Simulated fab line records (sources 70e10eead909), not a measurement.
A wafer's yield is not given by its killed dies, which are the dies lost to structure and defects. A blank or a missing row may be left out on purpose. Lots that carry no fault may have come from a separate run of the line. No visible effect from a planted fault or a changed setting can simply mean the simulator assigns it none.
fab line records ; flow nandHarc
record: lots: 13; wafers: 39; lastDay: 25
route steps=1159 shown A_WL_FILL@810
lots with no fault: from the same line, run without faults
startH: the number of hours between the record's first day and the start of the first shown wafer of the lot ; waitH: hours elapsed since this lot's preceding step ; " as in the row above ; L1.1+2: a row that stands for several wafers ; - no value, or no start given ; * or withheld: withheld ; < > ~ a bound
route shown NAME@n: a module of which the file shows steps, and the number in the route of the first ; usual: the fault-free wafers' mean and standard deviation ; same: alike in all rows ; chamber/n: place in a boat ; sites: per-site readings ; _std_site: the values' standard deviation ; _edge_site: inner sites' mean taken away from outer sites' mean ; radiusMm: for every site, how far away it sits from the centre of the wafer ; mask NAME#n: copy n ; behind: the last tool/chamber to shape the wafer ; hold: the reason the lot was held/the length of the hold in hours/how it ended ; device: transistor that didn't switch, given as n, p or np ; end of line: tests of these same wafers at the route's end ; for a step that has no rows: nothing shown but its recipe ; killed: dies lost to structure and defects at the first sort, not the wafer's yield ; map: the dies of a wafer, with x for killed, . for not killed, _ for no die there
set.NAME: the setting as run; set.NAME@STEP: as run at that earlier step ; model.NAME: the simulator's own value behind a step, which no gauge read
steps of the route over a sample of lots; a table a step, a row a wafer
services: a tool's chamber out of use, with start hour (startH, from the record's first day; less than 0 if before it), hours out, and reason
== steps ==
step: NHARC_A_WL_FILL_RTA_01
recipe: tempC: 1000; timeS: 5
usual: lampPowerPct: 28.74/0.18; wafer_temp_C_max: 1004.7/1
lot.wafer;tool;chamber;startH;waitH;lampPowerPct;wafer_temp_C_max
L661.2;rtpAnneal-02;0;329.17;-;28.93;1004.7
L661.3;rtpAnneal-02;0;329.17;-;28.94;1004.4
L661.5;rtpAnneal-02;0;329.17;-;28.92;1006.2
L664.1;rtpAnneal-01;0;348.17;-;28.53;1006.0
L664.4;rtpAnneal-01;0;348.17;-;28.47;1005.0
L664.6;rtpAnneal-01;0;348.17;-;28.54;1007.0
L663.4;rtpAnneal-02;0;348.28;-;28.87;1002.7
L663.5;rtpAnneal-02;0;348.28;-;28.90;1004.0
L663.6;rtpAnneal-02;0;348.28;-;28.92;1003.3
L665.2;rtpAnneal-01;0;355.98;-;28.59;1004.7
L665.3;rtpAnneal-01;0;355.98;-;28.58;1006.2
L665.6;rtpAnneal-01;0;355.98;-;28.54;1004.4
L666.1;rtpAnneal-02;0;356.11;-;28.90;1004.7
L666.3;rtpAnneal-02;0;356.11;-;28.92;1004.4
L666.6;rtpAnneal-02;0;356.11;-;28.95;1004.7
L669.3;rtpAnneal-01;0;374.73;-;28.59;1005.0
L669.5;rtpAnneal-01;0;374.73;-;28.58;1004.8
L669.6;rtpAnneal-01;0;374.73;-;28.55;1004.7
L672.2;rtpAnneal-01;0;390.36;-;28.55;1008.1
L672.3;rtpAnneal-01;0;390.36;-;28.59;1006.4
L672.4;rtpAnneal-01;0;390.36;-;28.53;1004.7
L678.1;rtpAnneal-02;0;434.92;-;28.87;1003.4
L678.3;rtpAnneal-02;0;434.92;-;28.91;1004.6
L678.4;rtpAnneal-02;0;434.92;-;28.88;1004.3
L680.1;rtpAnneal-02;0;445.90;-;28.89;1003.9
L680.4;rtpAnneal-02;0;445.90;-;28.89;1003.9
L680.6;rtpAnneal-02;0;445.90;-;28.86;1003.2
L679.1;rtpAnneal-01;0;446.08;-;28.56;1004.5
L679.2;rtpAnneal-01;0;446.08;-;28.58;1004.5
L679.5;rtpAnneal-01;0;446.08;-;28.51;1003.4
L682.1;rtpAnneal-01;0;449.44;-;28.52;1005.1
L682.2;rtpAnneal-01;0;449.44;-;28.54;1005.7
L682.4;rtpAnneal-01;0;449.44;-;28.58;1005.6
L684.3;rtpAnneal-01;0;466.71;-;28.59;1006.1
L684.5;rtpAnneal-01;0;466.71;-;28.58;1006.0
L684.6;rtpAnneal-01;0;466.71;-;28.49;1004.8
L683.1;rtpAnneal-02;0;472.12;-;28.93;1002.6
L683.3;rtpAnneal-02;0;472.12;-;28.96;1003.3
L683.4;rtpAnneal-02;0;472.12;-;28.95;1004.5
step: NHARC_A_WL_FILL_CVD_03
recipe: targetThkA: 400; tempC: 300; pressureTorr: 40; wf6FlowSccm: 40; h2FlowSccm: 1600; arFlowSccm: 1560; timeS: 3302; material: W
usual: heaterPowerW: 490/23; throttleValvePct: 7.94/0.24
lot.wafer;tool;chamber;startH;waitH;heaterPowerW;throttleValvePct
L661.2;cvdW-02;1;331.06;1.3;490;8.14
L661.3;cvdW-02;1;331.06;1.3;500;8.08
L661.5;cvdW-02;0;333.40;3.7;493;7.96
L664.1;cvdW-02;1;349.55;0.8;498;8.06
L664.4;cvdW-02;1;349.55;0.8;490;7.95
L664.6;cvdW-02;1;349.55;0.8;493;7.92
L663.4;cvdW-01;0;350.25;1.4;498;7.81
L663.6;cvdW-01;0;350.25;1.4;490;7.70
L663.5;cvdW-01;1;350.25;1.4;459;7.98
L665.2;cvdW-01;1;358.17;1.6;471;8.12
L665.3;cvdW-01;0;358.17;1.6;500;7.87
L665.6;cvdW-01;1;360.03;3.5;457;8.08
L666.1;cvdW-02;1;358.49;1.8;491;8.25
L666.3;cvdW-02;0;358.49;1.8;506;7.74
L666.6;cvdW-02;0;358.49;1.8;502;8.03
L669.3;cvdW-01;0;378.94;3.7;504;7.80
L669.5;cvdW-01;0;378.94;3.7;505;7.92
L669.6;cvdW-01;1;378.94;3.7;452;8.55
L672.2;cvdW-02;1;391.72;0.8;508;7.72
L672.4;cvdW-02;1;391.72;0.8;502;7.88
L672.3;cvdW-02;0;391.72;0.8;517;7.86
L678.1;cvdW-01;0;436.04;0.5;499;7.94
L678.3;cvdW-01;1;436.04;0.5;459;8.05
L678.4;cvdW-01;0;436.04;0.5;513;8.23
L680.1;cvdW-02;1;446.56;0.1;501;8.12
L680.4;cvdW-02;1;446.56;0.1;504;8.29
L680.6;cvdW-02;1;446.56;0.1;501;7.97
L679.1;cvdW-01;1;446.75;0.1;457;8.28
L679.2;cvdW-01;0;446.75;0.1;520;7.92
L679.5;cvdW-01;1;448.63;1.9;473;8.20
L682.2;cvdW-01;0;450.77;0.7;510;7.80
L682.1;cvdW-01;1;450.77;0.7;477;8.19
L682.4;cvdW-01;0;450.77;0.7;513;7.77
L684.3;cvdW-01;1;472.30;5.0;456;8.25
L684.6;cvdW-01;0;472.30;5.0;517;8.09
L684.5;cvdW-01;1;472.30;5.0;453;8.22
L683.1;cvdW-01;1;486.72;14.0;435;8.09
L683.4;cvdW-01;1;486.72;14.0;433;8.08
L683.3;cvdW-01;0;486.72;14.0;506;7.54
step: NHARC_A_WL_FILL_ETCHBACK_17
recipe: targetDepthA: 40; timeS: 26.7; chemistry: Cl2/BCl3
usual: drypumpMotorCurrentA: 5.7/0.46; oesProductAu: 1.000/0.0095; runLengthS: 48.0/0.42
lot.wafer;tool;chamber;startH;waitH;drypumpMotorCurrentA;oesProductAu;rfHoursCounterH;runLengthS
L661.2;rieMetal-01;1;345.06;-;6.4;0.997;0;48.0
L661.3;rieMetal-01;0;345.06;-;5.8;0.994;-;47.8
L661.5;rieMetal-01;0;345.06;-;5.8;0.989;-;47.6
L664.1;rieMetal-03;0;362.90;-;5.2;1.014;2.4;47.8
L664.4;rieMetal-03;1;362.90;-;6.1;1.016;-;48.5
L664.6;rieMetal-03;1;362.90;-;6.0;1.004;-;48.5
L663.4;rieMetal-02;1;362.96;-;5.2;1.008;-;48.9
L663.6;rieMetal-02;1;362.96;-;5.1;1.001;-;48.6
L663.5;rieMetal-02;0;362.96;-;5.4;1.018;-;48.0
L665.2;rieMetal-02;1;371.76;-;5.2;1.007;4.3;48.1
L665.3;rieMetal-02;1;371.76;-;5.2;1.007;-;48.2
L665.6;rieMetal-02;0;371.76;-;5.5;1.011;-;48.2
L666.1;rieMetal-01;0;371.87;-;5.9;0.983;1.0;47.6
L666.3;rieMetal-01;1;371.87;-;6.4;1.001;-;48.3
L666.6;rieMetal-01;1;371.87;-;6.4;0.985;-;47.9
L669.3;rieMetal-01;0;391.91;-;5.9;0.995;-;40.6
L669.6;rieMetal-01;1;391.91;-;6.4;1.000;-;41.4
L669.5;rieMetal-01;0;391.91;-;5.9;0.988;-;40.9
L672.2;rieMetal-01;0;405.70;-;5.9;1.001;1.8;40.9
L672.3;rieMetal-01;1;405.70;-;6.4;1.006;-;41.0
L672.4;rieMetal-01;0;405.70;-;5.9;0.996;-;40.5
L678.1;rieMetal-03;1;450.31;-;6.0;1.010;5.5;49.0
L678.3;rieMetal-03;1;450.31;-;6.0;1.008;-;48.5
L678.4;rieMetal-03;0;450.31;-;5.2;1.011;-;47.6
L680.1;rieMetal-02;0;460.53;-;5.4;1.008;1.8;47.9
L680.4;rieMetal-02;1;460.53;-;5.2;0.994;-;48.2
L680.6;rieMetal-02;0;460.53;-;5.4;1.007;-;47.8
L679.2;rieMetal-01;0;460.58;-;5.9;1.008;3.8;47.6
L679.1;rieMetal-01;1;460.58;-;6.5;0.986;3.8;48.3
L679.5;rieMetal-01;1;460.58;-;6.5;1.000;-;47.9
L682.2;rieMetal-01;0;465.39;-;5.9;1.004;3.9;47.7
L682.1;rieMetal-01;1;465.39;-;6.4;0.990;3.9;48.0
L682.4;rieMetal-01;0;465.39;-;5.9;1.004;-;47.6
L684.3;rieMetal-03;0;484.69;-;5.2;1.001;-;48.0
L684.6;rieMetal-03;1;484.69;-;6.0;0.998;-;48.4
L684.5;rieMetal-03;0;484.69;-;5.2;1.015;-;47.8
L683.1;rieMetal-01;0;500.49;-;5.8;1.003;5.1;47.5
L683.4;rieMetal-01;1;500.49;-;6.4;0.986;-;48.4
L683.3;rieMetal-01;0;500.49;-;5.9;0.997;-;47.7
step: NHARC_A_WL_FILL_ETCHBACK_26
recipe: targetDepthA: 520; timeS: 13.3; hbrFlowSccm: 150; rfW: 350; icpW: 350; biasW: 60; chemistry: HBr
usual: biasW: 60.00/0.18; drypumpMotorCurrentA: 5.7/0.39; oesProductAu: 1.005/0.012; runLengthS: 34.4/0.4; throttleValvePct: 23.267/0.0087
lot.wafer;tool;chamber;startH;waitH;biasW;drypumpMotorCurrentA;oesProductAu;rfHoursCounterH;runLengthS;throttleValvePct
L661.2;rieSi-01;2;350.13;0.4;60.22;5.1;1.000;0.3;34.8;23.261
L661.3;rieSi-01;0;350.13;0.4;60.05;5.2;1.014;0.4;34.5;23.254
L661.5;rieSi-01;2;350.13;0.4;60.09;5.1;0.997;-;34.8;23.261
L664.1;rieSi-02;3;368.08;0.4;60.36;6.2;0.993;1.1;34.5;23.270
L664.4;rieSi-02;1;368.08;0.4;59.90;5.4;0.991;1.2;34.5;23.250
L664.6;rieSi-02;3;368.08;0.4;60.00;6.2;0.989;-;34.7;23.267
L663.4;rieSi-01;2;368.08;0.4;60.05;5.1;0.995;0.4;35.3;23.263
L663.5;rieSi-01;2;368.08;0.4;60.06;5.1;0.990;-;34.5;23.273
L663.6;rieSi-01;3;368.08;0.4;60.30;6.0;1.015;-;34.3;23.266
L666.1;rieSi-05;3;376.98;0.4;60.00;5.8;1.006;1.0;34.5;23.257
L666.3;rieSi-05;2;376.98;0.4;60.11;5.6;1.011;1.1;34.2;23.273
L666.6;rieSi-05;0;376.98;0.4;60.06;5.5;0.994;-;33.7;23.283
L665.3;rieSi-01;2;376.99;0.4;59.73;5.1;1.002;0.4;34.8;23.268
L665.2;rieSi-01;0;376.99;0.4;60.07;5.2;1.034;0.5;34.2;23.270
L665.6;rieSi-01;2;376.99;0.4;59.73;5.1;0.997;-;34.6;23.264
L669.3;rieSi-05;3;396.88;0.4;59.90;5.8;1.009;1.3;34.7;23.260
L669.6;rieSi-05;0;396.88;0.4;59.95;5.6;0.994;-;33.7;23.253
L669.5;rieSi-05;1;396.88;0.4;60.04;5.8;1.008;-;34.0;23.270
L672.2;rieSi-05;3;411.08;0.4;60.10;5.8;0.995;1.3;35.3;23.264
L672.3;rieSi-05;0;411.08;0.4;59.81;5.5;0.986;1.1;33.8;23.278
L672.4;rieSi-05;1;411.08;0.4;59.76;5.8;0.997;1.0;33.9;23.252
L678.4;rieSi-01;3;455.37;0.4;60.02;6.0;1.018;1.0;34.0;23.266
L678.3;rieSi-01;1;455.37;0.4;60.05;6.3;1.022;1.0;34.1;23.273
L678.1;rieSi-01;2;455.37;0.4;59.79;5.1;0.990;1.1;34.6;23.276
L679.2;rieSi-01;0;465.81;0.4;60.19;5.2;1.010;1.0;34.2;23.265
L679.1;rieSi-01;3;465.81;0.4;60.14;5.9;1.016;1.0;34.2;23.257
L679.5;rieSi-01;1;465.81;0.4;59.89;6.3;1.021;-;34.5;23.268
L680.4;rieSi-02;2;465.84;0.4;59.96;6.2;1.017;0.6;35.2;23.278
L680.1;rieSi-02;3;465.84;0.4;60.13;6.2;0.998;0.5;34.5;23.269
L680.6;rieSi-02;1;465.84;0.4;59.91;5.4;0.996;-;34.6;23.261
L682.2;rieSi-05;3;470.17;0.4;60.05;5.8;0.987;0.3;35.3;23.272
L682.4;rieSi-05;0;470.17;0.4;60.18;5.5;1.007;0.3;34.1;23.261
L682.1;rieSi-05;1;470.17;0.4;59.92;5.9;0.994;0.4;34.1;23.273
L684.3;rieSi-02;3;490.05;0.4;59.77;6.2;1.004;0.6;35.1;23.264
L684.5;rieSi-02;3;490.05;0.4;59.70;6.2;0.995;-;35.1;23.276
L684.6;rieSi-02;0;490.05;0.4;59.95;5.7;0.987;-;34.9;23.255
L683.1;rieSi-05;3;505.64;0.4;60.19;5.9;1.005;0.6;34.7;23.263
L683.3;rieSi-05;0;505.64;0.4;60.02;5.5;1.001;0.5;34.1;23.273
L683.4;rieSi-05;2;505.64;0.4;60.33;5.7;1.009;0.6;34.5;23.273
== services ==
tool;chamber;startH;hours;kind
cvdW-01;0;305.20;-;clean
cvdW-01;1;305.20;-;clean
rieSi-05;1;313.56;6.8;repair
rieSi-05;0;322.04;6.9;repair
rieMetal-01;-;332.00;9.0;pm
rieSi-01;3;359.68;2.7;repair
rieSi-01;2;365.13;2.1;repair
cvdW-02;1;372.23;8.5;repair
cvdW-02;-;376.97;13.0;pm
rieMetal-02;-;388.00;9.0;pm
rieSi-02;-;388.00;9.0;pm
rieMetal-02;-;398.18;1.2;repair
rieSi-05;-;416.00;9.0;pm
rieMetal-02;1;426.06;4.7;repair
rieSi-05;1;431.42;6.3;repair
rieSi-01;-;432.98;0.3;repair
rieSi-05;0;442.94;6.5;repair
rieMetal-03;-;453.00;9.0;pm
cvdW-01;-;473.72;13.0;pm
rieMetal-01;-;476.48;0.7;repair
rieSi-01;-;481.32;9.0;pm
rieMetal-03;-;486.30;26.9;repair
rieSi-05;-;488.68;1.0;repair
rieSi-02;-;498.44;0.2;repair
== key ==
firstSign: step: NHARC_A_WL_FILL_ETCHBACK_17; reading: runLengthS; direction: down; sigmas: 17; usual: *; struck: *
effect none on later readings
metAt NHARC_A_WL_FILL_ETCHBACK_17
struckLots L669,L672
testerLeftOut L669,L672
notActingAt NHARC_A_WL_FILL_RTA_01,NHARC_A_WL_FILL_CVD_03,NHARC_A_WL_FILL_ETCHBACK_26
onsetBetween 371.87 391.91
fault: kind: processParameterDrift; tool: rieMetal-01; chamber: -; onsetH: 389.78; steps: NHARC_A_WL_FILL_ETCHBACK_17; channel: timeS; offset: *; shape: step; endH: 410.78; actsIn: *; stated: *
testerLeftOut: of these lots the tester's yield and bins aren't shown, on N5 and GAA mostly nor the transistor test; their killed dies are dies lost to structure and defects alone, not to doping, threshold or leakage, so they don't give the yield
